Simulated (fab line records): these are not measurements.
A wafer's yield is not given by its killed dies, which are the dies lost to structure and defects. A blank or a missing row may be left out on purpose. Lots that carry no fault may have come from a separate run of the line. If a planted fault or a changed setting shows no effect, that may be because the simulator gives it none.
fab line records ; flow nand_harc ; part 1 of 2: steps 1 to 29 of 35
[record] lots = 5; wafers = 15; last_day = 31
route steps=1302 shown A_ONON_D2@558 A_CHANNEL_HOLE_D2@570
lots untouched by any fault: they come from a run of this same line in which no faults occurred
start_h: start of the lot's first displayed wafer, in hours after the record's first day ; wait_h: hours from the lot's prior step to this one ; " the same as in the row above ; L1.1+2: a row that stands for several wafers ; - no value, or no start given ; * or withheld: withheld ; < > ~ a bound
route shown NAME@n: NAME is a module with steps in the file, n the number in the route of the first one ; usual: mean and standard deviation over wafers with no fault ; same: alike in all rows ; chamber/n: place in a boat ; sites: readings site by site ; _std_site: standard deviation across them ; _edge_site: the outer-site mean with the inner-site mean subtracted ; radius_mm: for every site, how far away it sits from the centre of the wafer ; mask NAME#n: copy n ; behind: the last tool/chamber to shape the wafer ; hold: the reason the lot was held/the length of the hold in hours/how it ended ; device: names the non-switching transistor (n, p or np) ; end of line: the tests these same wafers got at the end of their route ; where a step has no rows: the recipe by itself ; killed: dies that structure and defects cost at the first sort, which is not the same as the wafer's yield ; map: shows each die of a wafer: x if killed, . if not, _ if none is there
set.NAME: the setting as run; set.NAME@STEP: as run at that earlier step ; model.NAME: the simulator's own value behind a step, which no gauge read
certain route steps with their lots: each step a table, each wafer a row
services: the hour from which a tool's chamber was out of use, counted from the record's first day as start_h (under 0 if before that day), plus the number of hours and why
[[steps]]
[step NHARC_A_ONON_D2_DEP_19]
[recipe] target_thk_a = 10000; n2_flow_sccm = 2750; n2o_flow_sccm = 2000; nh3_flow_sccm = 500; sih4_flow_sccm = 210; temp_c = 400
lot.wafer;tool;chamber;start_h;wait_h
L074.3+4+5;pecvd_onon-02;0;290.42;0.2
L077.1+3+5;pecvd_onon-01;0;313.65;0.1
L078.1+4+5;pecvd_onon-01;0;324.82;0.1
L090.1+4+5;pecvd_onon-01;0;442.74;0.1
L091.1+4+5;pecvd_onon-04;0;454.98;0.1
[step NHARC_A_ONON_D2_THK_MEAS_21]
[recipe] thk_meas_gauge = ellipsometry
[usual] thk_nm = 1001/8.8
lot.wafer;tool;chamber;start_h;wait_h;thk_nm
L074.3;film_metro-02;-;290.82;-;1008
L074.4;film_metro-02;-;290.82;-;1008
L074.5;film_metro-02;-;290.82;-;1007
L077.1;film_metro-02;-;314.16;-;1010
L077.3;film_metro-02;-;314.16;-;1010
L077.5;film_metro-02;-;314.16;-;1010
L078.1;film_metro-02;-;325.33;-;1006
L078.4;film_metro-02;-;325.33;-;1006
L078.5;film_metro-02;-;325.33;-;1006
L090.1;film_metro-01;-;443.25;-;993
L090.4;film_metro-01;-;443.25;-;992
L090.5;film_metro-01;-;443.25;-;992
L091.1;film_metro-01;-;455.49;-;1009
L091.4;film_metro-01;-;455.49;-;1009
L091.5;film_metro-01;-;455.49;-;1009
[step NHARC_A_ONON_D2_DEP_22]
[recipe] target_thk_a = 10000; n2_flow_sccm = 2750; n2o_flow_sccm = 2000; nh3_flow_sccm = 500; sih4_flow_sccm = 210; temp_c = 400
lot.wafer;tool;chamber;start_h;wait_h
L074.3+4+5;pecvd_onon-02;0;290.99;0.2
L077.1+3+5;pecvd_onon-02;0;314.22;0.1
L078.1+4+5;pecvd_onon-01;0;325.39;0.1
L090.1+4+5;pecvd_onon-04;0;443.31;0.1
L091.1+4+5;pecvd_onon-04;0;455.54;0.1
[step NHARC_A_ONON_D2_THK_MEAS_24]
[recipe] thk_meas_gauge = ellipsometry
[usual] thk_nm = 999/12
lot.wafer;tool;chamber;start_h;wait_h;thk_nm
L074.3;film_metro-02;-;291.39;-;987
L074.4;film_metro-02;-;291.39;-;989
L074.5;film_metro-02;-;291.39;-;986
L077.1;film_metro-02;-;314.73;-;1013
L077.3;film_metro-02;-;314.73;-;1013
L077.5;film_metro-02;-;314.73;-;1013
L078.1;film_metro-02;-;325.89;-;989
L078.4;film_metro-02;-;325.89;-;989
L078.5;film_metro-02;-;325.89;-;988
L090.1;film_metro-01;-;443.82;-;992
L090.4;film_metro-01;-;443.82;-;993
L090.5;film_metro-01;-;443.82;-;990
L091.1;film_metro-01;-;456.05;-;1006
L091.4;film_metro-01;-;456.05;-;1006
L091.5;film_metro-01;-;456.05;-;1002
[step NHARC_A_ONON_D2_DEP_25]
[recipe] target_thk_a = 10000; n2_flow_sccm = 2750; n2o_flow_sccm = 2000; nh3_flow_sccm = 500; sih4_flow_sccm = 210; temp_c = 400
lot.wafer;tool;chamber;start_h;wait_h
L074.3+4+5;pecvd_onon-02;0;291.56;0.2
L077.1+3+5;pecvd_onon-02;0;314.79;0.1
L078.1+4+5;pecvd_onon-02;0;325.95;0.1
L090.1+4+5;pecvd_onon-04;0;443.88;0.1
L091.1+4+5;pecvd_onon-02;0;456.11;0.1
[step NHARC_A_ONON_D2_THK_MEAS_27]
[recipe] thk_meas_gauge = ellipsometry
[usual] thk_nm = 1000/9.3
lot.wafer;tool;chamber;start_h;wait_h;thk_nm
L074.3;film_metro-02;-;291.95;-;991
L074.4;film_metro-02;-;291.95;-;993
L074.5;film_metro-02;-;291.95;-;992
L077.1;film_metro-02;-;315.30;-;997
L077.3;film_metro-02;-;315.30;-;996
L077.5;film_metro-02;-;315.30;-;997
L078.1;film_metro-01;-;326.46;-;1018
L078.4;film_metro-01;-;326.46;-;1019
L078.5;film_metro-01;-;326.46;-;1017
L090.1;film_metro-01;-;444.39;-;1003
L090.4;film_metro-01;-;444.39;-;1001
L090.5;film_metro-01;-;444.39;-;1003
L091.1;film_metro-02;-;456.62;-;1012
L091.4;film_metro-02;-;456.62;-;1013
L091.5;film_metro-02;-;456.62;-;1011
[step NHARC_A_ONON_D2_DEP_28]
[recipe] target_thk_a = 10000; n2_flow_sccm = 2750; n2o_flow_sccm = 2000; nh3_flow_sccm = 500; sih4_flow_sccm = 210; temp_c = 400
lot.wafer;tool;chamber;start_h;wait_h
L074.3+4+5;pecvd_onon-02;0;292.13;0.2
L077.1+3+5;pecvd_onon-01;0;315.35;0.1
L078.1+4+5;pecvd_onon-02;0;326.52;0.1
L090.1+4+5;pecvd_onon-02;0;444.45;0.1
L091.1+4+5;pecvd_onon-04;0;456.67;0.1
[step NHARC_A_ONON_D2_THK_MEAS_30]
[recipe] thk_meas_gauge = ellipsometry
[usual] thk_nm = 999/10
lot.wafer;tool;chamber;start_h;wait_h;thk_nm
L074.3;film_metro-01;-;292.52;-;1018
L074.4;film_metro-01;-;292.52;-;1017
L074.5;film_metro-01;-;292.52;-;1018
L077.1;film_metro-02;-;315.86;-;1005
L077.3;film_metro-02;-;315.86;-;1003
L077.5;film_metro-02;-;315.86;-;1006
L078.1;film_metro-02;-;327.03;-;995
L078.4;film_metro-02;-;327.03;-;995
L078.5;film_metro-02;-;327.03;-;994
L090.1;film_metro-01;-;444.96;-;1000
L090.4;film_metro-01;-;444.96;-;1000
L090.5;film_metro-01;-;444.96;-;1000
L091.1;film_metro-02;-;457.18;-;978
L091.4;film_metro-02;-;457.18;-;978
L091.5;film_metro-02;-;457.18;-;976
[step NHARC_A_ONON_D2_DEP_33]
[recipe] target_thk_a = 2000; temp_c = 400; pressure_torr = 6.5; rf_w = 900; teos_flow_sccm = 161.4; flow_sccm = 2650; target_thk_nm = 200; gas = O2; material = SiO2
[usual] chamber_pressure_Torr = 6.500/0.014; heater_power_w = 538/94; throttle_valve_pct = 15.7/0.5
lot.wafer;tool;chamber;start_h;wait_h;chamber_pressure_Torr;heater_power_w;throttle_valve_pct
L074.3;pecvd-02;2;292.58;0.1;6.487;382;15.7
L074.5;pecvd-02;2;292.58;0.1;6.506;386;16.1
L074.4;pecvd-02;1;292.58;0.1;6.500;542;15.5
L077.1;pecvd-04;2;315.92;0.1;6.492;464;16.1
L077.3;pecvd-04;0;315.92;0.1;6.475;661;15.5
L077.5;pecvd-04;2;315.92;0.1;6.490;458;16.1
L078.1;pecvd-02;0;327.13;0.1;6.492;491;15.8
L078.5;pecvd-02;2;327.13;0.1;6.525;373;16.0
L078.4;pecvd-02;0;327.13;0.1;6.512;498;16.0
L090.1;pecvd-04;0;445.02;0.1;6.503;580;15.6
L090.4;pecvd-04;1;445.02;0.1;6.478;485;15.9
L090.5;pecvd-04;2;445.02;0.1;6.483;465;16.5
L091.1;pecvd-03;1;457.24;0.1;6.488;523;15.4
L091.5;pecvd-03;2;457.24;0.1;6.494;559;14.8
L091.4;pecvd-03;0;457.24;0.1;6.535;644;16.4
[step NHARC_A_ONON_D2_THK_MEAS_34]
[recipe] thk_meas_gauge = ellipsometry
[usual] thk_nm = 199.6/3
lot.wafer;tool;chamber;start_h;wait_h;thk_nm
L074.3;film_metro-02;-;292.99;-;196.3
L074.4;film_metro-02;-;292.99;-;200.8
L074.5;film_metro-02;-;292.99;-;199.5
L077.1;film_metro-02;-;316.34;-;196.6
L077.3;film_metro-02;-;316.34;-;199.0
L077.5;film_metro-02;-;316.34;-;197.7
L078.1;film_metro-01;-;327.50;-;203.2
L078.4;film_metro-01;-;327.50;-;207.8
L078.5;film_metro-01;-;327.50;-;200.4
L090.1;film_metro-02;-;445.43;-;196.5
L090.4;film_metro-02;-;445.43;-;203.3
L090.5;film_metro-02;-;445.43;-;200.7
L091.1;film_metro-02;-;457.65;-;196.9
L091.4;film_metro-02;-;457.65;-;197.5
L091.5;film_metro-02;-;457.65;-;205.8
[step NHARC_A_ONON_D2_INSPECT_32]
[usual] raw_defect_count = 386/130
lot.wafer;tool;chamber;start_h;wait_h;raw_defect_count
L074.3;defect_inspect-02;-;293.05;0.0;416
L074.4;defect_inspect-02;-;293.05;0.0;492
L074.5;defect_inspect-02;-;293.05;0.0;429
L077.1;defect_inspect-02;-;316.40;0.0;319
L077.3;defect_inspect-02;-;316.40;0.0;258
L077.5;defect_inspect-02;-;316.40;0.0;444
L078.1;defect_inspect-01;-;327.57;0.0;432
L078.4;defect_inspect-01;-;327.57;0.0;343
L078.5;defect_inspect-01;-;327.57;0.0;408
L090.1;defect_inspect-02;-;445.49;0.0;629
L090.4;defect_inspect-02;-;445.49;0.0;356
L090.5;defect_inspect-02;-;445.49;0.0;558
L091.1;defect_inspect-02;-;457.72;0.0;329
L091.4;defect_inspect-02;-;457.72;0.0;370
L091.5;defect_inspect-02;-;457.72;0.0;409
[step NHARC_A_CHANNEL_HOLE_D2_DEP_00]
[recipe] target_thk_a = 31000; temp_c = 400; material = aC
[usual] throttle_valve_pct = 35.000/0.0092
lot.wafer;tool;chamber;start_h;wait_h;throttle_valve_pct
L074.3;acl_dep-01;0;293.75;0.7;34.995
L074.4;acl_dep-01;0;293.75;0.7;34.990
L074.5;acl_dep-01;0;293.75;0.7;35.006
L077.1;acl_dep-01;0;316.47;0.1;35.019
L077.3;acl_dep-01;0;316.47;0.1;35.008
L077.5;acl_dep-01;0;316.47;0.1;34.997
L078.1;acl_dep-03;0;327.64;0.1;34.988
L078.4;acl_dep-03;0;327.64;0.1;34.990
L078.5;acl_dep-03;0;327.64;0.1;35.013
L090.1;acl_dep-02;0;445.56;0.1;35.005
L090.4;acl_dep-02;0;445.56;0.1;35.000
L090.5;acl_dep-02;0;445.56;0.1;35.001
L091.1;acl_dep-02;0;460.42;2.7;34.994
L091.4;acl_dep-02;0;460.42;2.7;34.997
L091.5;acl_dep-02;0;460.42;2.7;34.996
[step NHARC_A_CHANNEL_HOLE_D2_DEP_01]
[recipe] target_thk_a = 1400; target_thk_nm = 140; temp_c = 400; pressure_torr = 3.5; flow_sccm = 200; rf_w = 350; material = SiON
[usual] chamber_pressure_Torr = 3.501/0.0078; heater_power_w = 727/90
lot.wafer;tool;chamber;start_h;wait_h;chamber_pressure_Torr;heater_power_w
L074.3;pecvd-01;2;295.06;1.0;3.514;698
L074.5;pecvd-01;1;295.06;1.0;3.498;702
L074.4;pecvd-01;0;295.06;1.0;3.515;628
L077.1;pecvd-04;1;318.37;1.6;3.496;691
L077.3;pecvd-04;2;318.37;1.6;3.498;676
L077.5;pecvd-04;1;318.37;1.6;3.500;690
L078.1;pecvd-03;2;329.63;1.7;3.513;694
L078.4;pecvd-03;0;329.63;1.7;3.495;756
L078.5;pecvd-03;1;329.63;1.7;3.492;742
L090.1;pecvd-04;1;447.47;1.6;3.498;751
L090.5;pecvd-04;1;447.47;1.6;3.496;604
L090.4;pecvd-04;0;447.47;1.6;3.507;860
L091.1;pecvd-03;0;462.34;1.6;3.498;758
L091.4;pecvd-03;0;462.34;1.6;3.494;767
L091.5;pecvd-03;2;462.34;1.6;3.514;666
[step NHARC_A_CHANNEL_HOLE_D2_DEHYDRATE_02]
[recipe] temp_c = 150; time_s = 120
lot.wafer;tool;chamber;start_h;wait_h
L074.3+4+5;litho_track-01;0;295.31;0.2
L077.1+3+5;litho_track-04;0;318.65;0.2
L078.1+4+5;litho_track-06;0;329.84;0.2
L090.1+4+5;litho_track-06;0;447.74;0.2
L091.1+4+5;litho_track-01;0;462.61;0.2
[step NHARC_A_CHANNEL_HOLE_D2_HMDS_03]
[recipe] time_s = 30
lot.wafer;tool;chamber;start_h;wait_h
L074.3+4+5;litho_track-01;0;-;-
L077.1+3+5;litho_track-04;0;-;-
L078.1+4+5;litho_track-06;0;-;-
L090.1+4+5;litho_track-06;0;-;-
L091.1+4+5;litho_track-01;0;-;-
[step NHARC_A_CHANNEL_HOLE_D2_COAT_36]
[recipe] temp_c = 260; time_s = 75
lot.wafer;tool;chamber;start_h;wait_h
L074.3+4+5;litho_track-01;0;-;-
L077.1+3+5;litho_track-04;0;-;-
L078.1+4+5;litho_track-06;0;-;-
L090.1+4+5;litho_track-06;0;-;-
L091.1+4+5;litho_track-01;0;-;-
[step NHARC_A_CHANNEL_HOLE_D2_COAT_37]
[recipe] temp_c = 225; time_s = 65
lot.wafer;tool;chamber;start_h;wait_h
L074.3+4+5;litho_track-01;0;-;-
L077.1+3+5;litho_track-04;0;-;-
L078.1+4+5;litho_track-06;0;-;-
L090.1+4+5;litho_track-06;0;-;-
L091.1+4+5;litho_track-01;0;-;-
[step NHARC_A_CHANNEL_HOLE_D2_COAT_04]
[recipe] spin_rpm = 1500; resist_thk_nm = 90
lot.wafer;tool;chamber;start_h;wait_h
L074.3+4+5;litho_track-01;0;-;-
L077.1+3+5;litho_track-04;0;-;-
L078.1+4+5;litho_track-06;0;-;-
L090.1+4+5;litho_track-06;0;-;-
L091.1+4+5;litho_track-01;0;-;-
[step NHARC_A_CHANNEL_HOLE_D2_SOFTBAKE_05]
[recipe] temp_c = 105; time_s = 55
lot.wafer;tool;chamber;start_h;wait_h
L074.3+4+5;litho_track-01;0;-;-
L077.1+3+5;litho_track-04;0;-;-
L078.1+4+5;litho_track-06;0;-;-
L090.1+4+5;litho_track-06;0;-;-
L091.1+4+5;litho_track-01;0;-;-
[step NHARC_A_CHANNEL_HOLE_D2_EBR_06]
lot.wafer;tool;chamber;start_h;wait_h
L074.3+4+5;litho_track-01;0;-;-
L077.1+3+5;litho_track-04;0;-;-
L078.1+4+5;litho_track-06;0;-;-
L090.1+4+5;litho_track-06;0;-;-
L091.1+4+5;litho_track-01;0;-;-
[step NHARC_A_CHANNEL_HOLE_D2_EXPOSE_07]
[recipe] na = 1.35; target_cd_nm = 100; sigma_outer = 0.3; dose_mj = 59.65; mask_id = HOLE_D2
[same] na = 1.35
lot.wafer;tool;chamber;start_h;wait_h;mask
L074.3+4+5;arfi_scanner-02;0;295.50;-;HOLE_D2#0
L077.1+3+5;arfi_scanner-03;0;318.96;-;HOLE_D2#0
L078.1+4+5;arfi_scanner-02;0;330.15;-;HOLE_D2#0
L090.1+4+5;arfi_scanner-01;0;448.05;-;HOLE_D2#0
L091.1+4+5;arfi_scanner-02;0;462.92;-;HOLE_D2#0
[step NHARC_A_CHANNEL_HOLE_D2_PEB_08]
[recipe] peb_temp_c = 100; peb_time_s = 65
lot.wafer;tool;chamber;start_h;wait_h
L074.3+4+5;litho_track-04;0;295.55;0.0
L077.1+3+5;litho_track-06;0;319.02;0.1
L078.1+4+5;litho_track-06;0;330.22;0.1
L090.1+4+5;litho_track-01;0;448.11;0.1
L091.1+4+5;litho_track-06;0;462.98;0.1
[step NHARC_A_CHANNEL_HOLE_D2_DEVELOP_09]
[recipe] develop_time_s = 35; dev_temp_c = 23
[same] develop_time_s = 35
lot.wafer;tool;chamber;start_h;wait_h
L074.3+4+5;litho_track-04;0;-;-
L077.1+3+5;litho_track-06;0;-;-
L078.1+4+5;litho_track-06;0;-;-
L090.1+4+5;litho_track-01;0;-;-
L091.1+4+5;litho_track-06;0;-;-
[step NHARC_A_CHANNEL_HOLE_D2_CD_MEAS_10]
[recipe] target_cd_nm = 100; landing_energy_ev = 500
[usual] cd_nm = 99.5/0.6
lot.wafer;tool;chamber;start_h;wait_h;cd_nm
L074.3;cd_sem-03;0;295.64;-;98.7
L074.4;cd_sem-03;0;295.64;-;98.8
L074.5;cd_sem-03;0;295.64;-;99.2
L077.1;cd_sem-01;0;319.10;-;99.6
L077.3;cd_sem-01;0;319.10;-;99.7
L077.5;cd_sem-01;0;319.10;-;99.8
L078.1;cd_sem-03;0;330.30;-;99.2
L078.4;cd_sem-03;0;330.30;-;98.8
L078.5;cd_sem-03;0;330.30;-;99.7
L090.1;cd_sem-03;0;448.19;-;100.3
L090.4;cd_sem-03;0;448.19;-;100.1
L090.5;cd_sem-03;0;448.19;-;100.0
L091.1;cd_sem-03;0;463.06;-;98.7
L091.4;cd_sem-03;0;463.06;-;98.7
L091.5;cd_sem-03;0;463.06;-;98.6
[step NHARC_A_CHANNEL_HOLE_D2_OVL_MEAS_11]
[usual] overlay_x_nm = 0.0/0.74; overlay_y_nm = 0.0/0.82
lot.wafer;tool;chamber;start_h;wait_h;overlay_x_nm;overlay_y_nm
L074.3;overlay-02;-;295.72;-;-0.6;-0.6
L074.4;overlay-02;-;295.72;-;-0.3;-0.5
L074.5;overlay-02;-;295.72;-;-0.7;-0.4
L077.1;overlay-02;-;319.19;-;-0.3;1.0
L077.3;overlay-02;-;319.19;-;-0.6;0.7
L077.5;overlay-02;-;319.19;-;-0.3;0.0
L078.1;overlay-02;-;330.38;-;-1.8;0.7
L078.4;overlay-02;-;330.38;-;-1.2;0.1
L078.5;overlay-02;-;330.38;-;-1.1;0.0
L090.1;overlay-02;-;448.27;-;0.1;1.3
L090.4;overlay-02;-;448.27;-;0.0;0.7
L090.5;overlay-02;-;448.27;-;0.1;1.0
L091.1;overlay-01;-;463.14;-;-0.5;2.0
L091.4;overlay-01;-;463.14;-;0.0;1.7
L091.5;overlay-01;-;463.14;-;0.1;2.2
[step NHARC_A_CHANNEL_HOLE_D2_INSPECT_12]
[usual] raw_defect_count = 30/22
lot.wafer;tool;chamber;start_h;wait_h;raw_defect_count
L074.3;defect_inspect-02;-;295.76;0.0;59
L074.4;defect_inspect-02;-;295.76;0.0;46
L074.5;defect_inspect-02;-;295.76;0.0;55
L077.1;defect_inspect-02;-;319.22;0.0;4
L077.3;defect_inspect-02;-;319.22;0.0;5
L077.5;defect_inspect-02;-;319.22;0.0;5
L078.1;defect_inspect-01;-;330.42;0.0;11
L078.4;defect_inspect-01;-;330.42;0.0;9
L078.5;defect_inspect-01;-;330.42;0.0;7
L090.1;defect_inspect-02;-;448.31;0.0;56
L090.4;defect_inspect-02;-;448.31;0.0;51
L090.5;defect_inspect-02;-;448.31;0.0;54
L091.1;defect_inspect-02;-;463.18;0.0;61
L091.4;defect_inspect-02;-;463.18;0.0;52
L091.5;defect_inspect-02;-;463.18;0.0;43
[step NHARC_A_CHANNEL_HOLE_D2_DESCUM_15]
[recipe] time_s = 3; o2_flow_sccm = 200; ar_flow_sccm = 0; bias_power_w = 0; chemistry = O2
[usual] drypump_motor_current_A = 5.7/0.37; oes_product_au = 0.995/0.011; rf_vpp_V = 57.6/0.9; showerhead_plenum_p_Torr = 1.87/0.071; throttle_valve_pct = 11.311/0.0095
lot.wafer;tool;chamber;start_h;wait_h;drypump_motor_current_A;oes_product_au;rf_hours_counter_h;rf_vpp_V;showerhead_plenum_p_Torr;throttle_valve_pct
L074.3;rie_diel-09;1;295.82;0.1;5.0;0.992;9.4;57.7;2.05;11.315
L074.4;rie_diel-09;0;295.82;0.1;5.1;1.004;7.5;57.0;1.84;11.328
L074.5;rie_diel-09;1;295.82;0.1;5.1;0.995;-;59.6;2.05;11.302
L077.1;rie_diel-05;1;319.30;0.1;5.6;1.009;6.1;58.7;1.90;11.299
L077.3;rie_diel-05;2;319.30;0.1;6.2;1.022;5.2;58.7;1.94;11.308
L077.5;rie_diel-05;3;319.30;0.1;6.0;0.985;-;56.5;1.82;11.307
L078.4;rie_diel-05;0;330.48;0.1;5.3;0.992;6.4;58.7;1.79;11.321
L078.1;rie_diel-05;1;330.48;0.1;5.6;0.995;7.0;58.2;1.90;11.308
L078.5;rie_diel-05;1;330.48;0.1;5.6;0.986;-;57.0;1.90;11.313
L090.4;rie_diel-05;1;448.37;0.1;5.6;1.001;2.5;59.1;1.90;11.328
L090.1;rie_diel-05;3;448.37;0.1;6.0;1.008;2.9;56.2;1.82;11.309
L090.5;rie_diel-05;2;448.37;0.1;6.2;0.993;-;58.2;1.94;11.298
L091.4;rie_diel-05;0;463.25;0.1;5.4;0.978;4.0;57.5;1.79;11.322
L091.1;rie_diel-05;1;463.25;0.1;5.6;0.988;3.2;56.2;1.90;11.309
L091.5;rie_diel-05;3;463.25;0.1;6.0;0.982;-;58.1;1.82;11.311
[step NHARC_A_CHANNEL_HOLE_D2_ETCH_38]
[recipe] target_depth_a = 390; over_etch_frac = 0.3; time_s = 65; ion_energy_ev = 80; cf4_flow_sccm = 150; ar_flow_sccm = 0; rf_w = 300; bias_w = 100; chemistry = CF4
[usual] drypump_motor_current_A = 5.7/0.36; oes_product_au = 0.997/0.01; rf_vpp_V = 150.8/1.1; showerhead_plenum_p_Torr = 1.73/0.058; throttle_valve_pct = 13.282/0.0099
lot.wafer;tool;chamber;start_h;wait_h;drypump_motor_current_A;oes_product_au;rf_hours_counter_h;rf_vpp_V;showerhead_plenum_p_Torr;throttle_valve_pct
L074.3;rie_diel-09;2;295.90;0.1;6.4;1.009;8.2;152.1;1.85;13.293
L074.4;rie_diel-09;1;295.90;0.1;5.1;1.001;9.5;153.6;1.89;13.289
L074.5;rie_diel-09;3;295.90;0.1;5.7;1.011;-;150.7;1.78;13.277
L077.3;rie_diel-05;1;319.37;0.1;5.6;1.009;6.1;150.7;1.76;13.284
L077.1;rie_diel-05;3;319.37;0.1;5.9;0.993;5.3;150.1;1.69;13.272
L077.5;rie_diel-05;1;319.37;0.1;5.6;1.011;-;151.0;1.76;13.295
L078.1;rie_diel-05;2;330.57;0.1;6.2;1.008;5.9;152.5;1.80;13.287
L078.4;rie_diel-05;3;330.57;0.1;6.0;0.995;5.8;150.0;1.69;13.282
L078.5;rie_diel-05;3;330.57;0.1;5.9;0.986;-;150.4;1.69;13.278
L090.1;rie_diel-05;3;448.46;0.1;6.0;0.992;2.9;150.3;1.69;13.268
L090.4;rie_diel-05;1;448.46;0.1;5.6;0.997;2.5;151.6;1.76;13.264
L090.5;rie_diel-05;2;448.46;0.1;6.2;0.986;-;150.2;1.79;13.269
L091.1;rie_diel-05;0;463.33;0.1;5.4;0.985;4.0;149.3;1.66;13.285
L091.4;rie_diel-05;2;463.33;0.1;6.2;0.997;3.7;152.4;1.79;13.300
L091.5;rie_diel-05;0;463.33;0.1;5.4;0.988;-;147.5;1.66;13.283
[step NHARC_A_CHANNEL_HOLE_D2_ETCH_39]
[recipe] target_depth_a = 2600; over_etch_frac = 0.3; time_s = 325; ion_energy_ev = 200; n2_flow_sccm = 150; h2_flow_sccm = 150; ar_flow_sccm = 0; rf_w = 400; bias_w = 150; chemistry = N2/H2
[usual] drypump_motor_current_A = 5.7/0.37; oes_product_au = 0.996/0.01; rf_vpp_V = 429.2/2.3; showerhead_plenum_p_Torr = 1.99/0.076; throttle_valve_pct = 14.172/0.009
lot.wafer;tool;chamber;start_h;wait_h;drypump_motor_current_A;oes_product_au;rf_hours_counter_h;rf_vpp_V;showerhead_plenum_p_Torr;throttle_valve_pct
L074.4;rie_diel-09;0;-;-;5.1;1.003;7.5;428.7;1.96;14.154
L074.3;rie_diel-09;2;-;-;6.4;1.016;8.3;431.9;2.14;14.176
L074.5;rie_diel-09;3;-;-;5.7;1.007;-;430.9;2.06;14.186
L077.1;rie_diel-05;3;-;-;6.0;0.989;5.3;428.0;1.94;14.181
L077.3;rie_diel-05;0;-;-;5.3;0.990;5.6;426.5;1.90;14.164
L077.5;rie_diel-05;1;-;-;5.6;1.004;-;429.2;2.03;14.164
L078.4;rie_diel-05;3;-;-;6.0;0.988;5.9;426.5;1.94;14.179
L078.1;rie_diel-05;0;-;-;5.3;0.988;6.5;426.7;1.90;14.169
L078.5;rie_diel-05;3;-;-;5.9;0.988;-;429.5;1.94;14.184
L090.1;rie_diel-05;1;-;-;5.6;0.986;2.5;430.4;2.03;14.179
L090.4;rie_diel-05;2;-;-;6.2;0.986;3.0;432.5;2.07;14.171
L090.5;rie_diel-05;2;-;-;6.2;0.987;-;431.1;2.07;14.177
L091.1;rie_diel-05;0;-;-;5.4;0.994;4.1;428.1;1.90;14.185
L091.4;rie_diel-05;3;-;-;6.0;1.006;3.9;428.4;1.94;14.162
L091.5;rie_diel-05;0;-;-;5.3;1.002;-;426.9;1.90;14.170
